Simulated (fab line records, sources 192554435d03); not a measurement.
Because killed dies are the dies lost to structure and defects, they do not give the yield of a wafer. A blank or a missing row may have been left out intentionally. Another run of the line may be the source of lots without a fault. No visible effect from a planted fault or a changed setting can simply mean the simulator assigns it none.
Struck lot and sound lot, side by side + flow n5-finfet + 18 out of 1938 route steps
Sound: these wafers, L531.1, L531.2, L531.5. Struck: wafers L533.2, L533.3, L533.6. At the end, the cause is stated.
At each step with rows: each side's tool, then ch and its chambers, then its first start. Under that, the readings that differ: sound wafers + struck wafers + difference of the means + sigmas: that difference in standard deviations of wafers without a fault.
alike: readings with means less than 2 such deviations apart, plus words and numbers identical on both sides. not compared: withheld readings, readings lacking a value on some wafer, bounds such as >300 that could conceal the same value, and numbers that have no deviation in the record and whose values overlap.
Wherever a step has rows on one side only, a row that says differs or no value, or a row with sigmas, the two part there. When numbers do not overlap yet have no deviation, they are printed without sigmas and do not part them. A reading that every wafer of one side lacks parts them only if that side has two wafers or more.

first, 10 steps without rows for these wafers: N5_ZERO_LAYER_HARDBAKE_23 (time 120 s); N5_ZERO_LAYER_DESCUM_16 (chemistry O2, time 7.9 s); N5_ZERO_LAYER_ETCH_17 (etches SiO2 in CF4, target depth 12 nm, time 13.3 s); N5_ZERO_LAYER_ETCH_18 (etches Si in HBr/Cl2, target depth 120 nm, time 40 s); N5_ZERO_LAYER_STRIP_24 (strips in O2); N5_ZERO_LAYER_STRIP_19 (strips in SPM, time 900 s); N5_WELL_APT_HMDS_01 (time 60 s); N5_WELL_APT_COAT_02 (resist thk 950 nm); N5_WELL_APT_EBR_04; N5_WELL_APT_SOFTBAKE_03 (time 60 s).
N5_WELL_APT_EXPOSE_05: exposes mask NWELL, defocus 0 nm, target cd 200 nm.
  sound on krf-scanner-02 ch 0, day 3 13:51; struck on krf-scanner-02, day 4 01:38
  no value came back on the struck wafers for exposure-dose-mJ-cm2, focus-offset-nm (nm); on the sound wafers exposure-dose-mJ-cm2 reads 20.309 20.307 20.310
  alike: mask
then, 3 steps without rows for these wafers: N5_WELL_APT_PEB_06 (peb time 90 s); N5_WELL_APT_DEVELOP_07 (develop time 45 s); N5_WELL_APT_HARDBAKE_12 (time 120 s).
N5_WELL_APT_CD_MEAS_08: target cd 200 nm.
  sound on cd-sem-02 ch 0, day 3 14:02; struck on cd-sem-02 ch 0, day 4 01:49
| reading    | sound             | struck | difference                    | sigmas |
|------------|-------------------|--------|-------------------------------|--------|
| cd-nm (nm) | 201.3 195.0 195.1 | - - -  | no value on the struck wafers |        |
N5_WELL_APT_OVL_MEAS_09:
  sound on overlay-01 ch 0, day 3 14:04; struck on overlay-02 ch 0, day 4 01:50
| reading        | sound | struck | difference                    | sigmas |
|----------------|-------|--------|-------------------------------|--------|
| NWELL_OVL (nm) | 5 4 2 | - - -  | no value on the struck wafers |        |
N5_BEOL_M4_RC_MEAS_101:
  the record has rows for the sound wafers here (prober-02 ch 0, day 12 22:33) and none for the struck ones
-- the record jumps here: 15 days lie between the struck wafers' starts before and after (it left off in module BEOL_M4 and takes up again in module PASSIVATION, whose first step shown is number 1936 of the route) --
N5_PASSIVATION_PROBE_49:
  sound on prober-01, day 17 22:13; struck on prober-01, day 19 03:35
| reading                  | sound          | struck         | difference | sigmas |
|--------------------------|----------------|----------------|------------|--------|
| defect-limited-yield (%) | 90.1 91.1 88.7 | 0 0 0          | -90        | -56    |
| killed-at-front-end      | 56 46 49       | 1096 1100 1103 | +1049      | +95    |
| killed-dies              | 117 105 133    | 1180 1180 1180 | +1062      | +56    |
| killed-on-rim            | 12 14 16       | 152 152 152    | +138       | +32    |
| sort_bin_5_function (%)  | 6.3 5.5 6.4    | 93.7 95.9 95.7 | +89.0      | +89    |
| sort-n-pass              | 1063 1075 1047 | 0 0 0          | -1062      | -53    |
| sort-yield-pct (%)       | 90.1 91.1 88.7 | 0 0 0          | -90        | -53    |
  alike: killed_at_M0_to_M3, killed_at_M4_up, killed-at-contacts, killed-at-other, killed-open, killed-short, sort_bin_6_memory

## WHERE THEY PART
Earliest at N5_WELL_APT_EXPOSE_05; latest, in this record, at N5_PASSIVATION_PROBE_49.

WHY: what had been put in by the simulator
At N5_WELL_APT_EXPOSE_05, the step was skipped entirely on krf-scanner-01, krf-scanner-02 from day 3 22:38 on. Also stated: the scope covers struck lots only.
